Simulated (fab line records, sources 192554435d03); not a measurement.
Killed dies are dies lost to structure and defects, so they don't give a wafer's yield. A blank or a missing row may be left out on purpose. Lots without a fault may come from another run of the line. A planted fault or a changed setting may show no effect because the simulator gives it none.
Split-lot experiment | flow n5_finfet | 7 lots, 21 wafers read, on a route of 1938 steps

THE SPLIT
At N5_BEOL_M10_PEB_26 (peb time 60 s), the setting peb_time_s was moved away from the recipe's 60 s on 9 of the 21 wafers read, by -19.8% to +17.4%. The other wafers ran this setting at the recipe's value.

FROM THE SPLIT TO THE READING: what the file shows between them, 1 step
- N5_BEOL_M10_DEVELOP_27: develop time 30 s

THE READING
cd_nm, in nm, at N5_BEOL_M10_CD_MEAS_28 (target cd 70 nm). Fault-free wafers of this fab line usually give 69.7 nm, standard deviation 1.2 nm.

wafer  | tool, chamber at the split | peb_time_s as run, s | against the recipe | cd_nm, nm | against lot-mates on the recipe
L075.2 | litho_track-04, 0          | 69.27                | +15.4%             | 76.8      | +8.1
L075.5 | litho_track-04, 0          | 60                   | recipe             | 68.7      | -
L075.6 | litho_track-04, 0          | 69.27                | +15.4%             | 76.5      | +7.8
L080.1 | litho_track-01, 0          | 60                   | recipe             | 67.9      | -
L080.2 | litho_track-01, 0          | 60                   | recipe             | 68.8      | -
L080.3 | litho_track-01, 0          | 60                   | recipe             | 69.4      | -
L083.1 | litho_track-04, 0          | 48.1                 | -19.8%             | 60.4      | -9.1
L083.4 | litho_track-04, 0          | 48.1                 | -19.8%             | 59.5      | -10.0
L083.6 | litho_track-04, 0          | 60                   | recipe             | 69.5      | -
L088.1 | litho_track-04, 0          | 54.16                | -9.7%              | 65.1      | -6.5
L088.4 | litho_track-04, 0          | 60                   | recipe             | 71.7      | -
L088.5 | litho_track-04, 0          | 60                   | recipe             | 71.4      | -
L086.2 | litho_track-01, 0          | 70.42                | +17.4%             | 75.6      | +5.4
L086.3 | litho_track-01, 0          | 60                   | recipe             | 70.2      | -
L086.4 | litho_track-01, 0          | 70.42                | +17.4%             | 76.9      | +6.7
L087.2 | litho_track-02, 0          | 63.47                | +5.8%              | 71.4      | +2.7
L087.3 | litho_track-02, 0          | 60                   | recipe             | 69.4      | -
L087.4 | litho_track-02, 0          | 60                   | recipe             | 68.0      | -
L096.2 | litho_track-04, 0          | 66.49                | +10.8%             | 74.3      | +3.8
L096.4 | litho_track-04, 0          | 60                   | recipe             | 70.0      | -
L096.6 | litho_track-04, 0          | 60                   | recipe             | 70.9      | -

THE FIT
A straight line over all 21 wafers: cd_nm changes by +0.446 nm for each +1% of peb_time_s; r = +0.97; the points scatter about the line by 1.1 nm.
The same after taking each lot's own level away (the mean of its wafers on the recipe; 21 wafers): +0.456 nm for each +1%; r = +0.98; scatter 0.93 nm.
On that fit, the largest move of peb_time_s shifts the reading by 9.1 nm.
The lots' own levels span 68.70 to 71.55 nm, that is 2.4 times the standard deviation above.
So the lot-to-lot level changes the slope little: the two slopes agree.
Check: with one of the wafers moved furthest among these (-19.8%) left out of the fit, the line predicts -9.42 nm for it against its lot-mates. It came out at -9.1 nm against them.

OTHER SPLITS ON THESE WAFERS
These wafers also went through other splits before the reading. Each is held against what the fit with the lots' levels taken away leaves over:
other split on the same wafers | wafers away from the commonest value | r with cd_nm (lot level and that fit taken away)
N5_BEOL_M10_COAT_64 spin_rpm   | 7                                    | -0.13

THE FILE'S OWN FIT
cd_nm changes by +0.456 nm for each +1% of peb_time_s, r = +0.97.
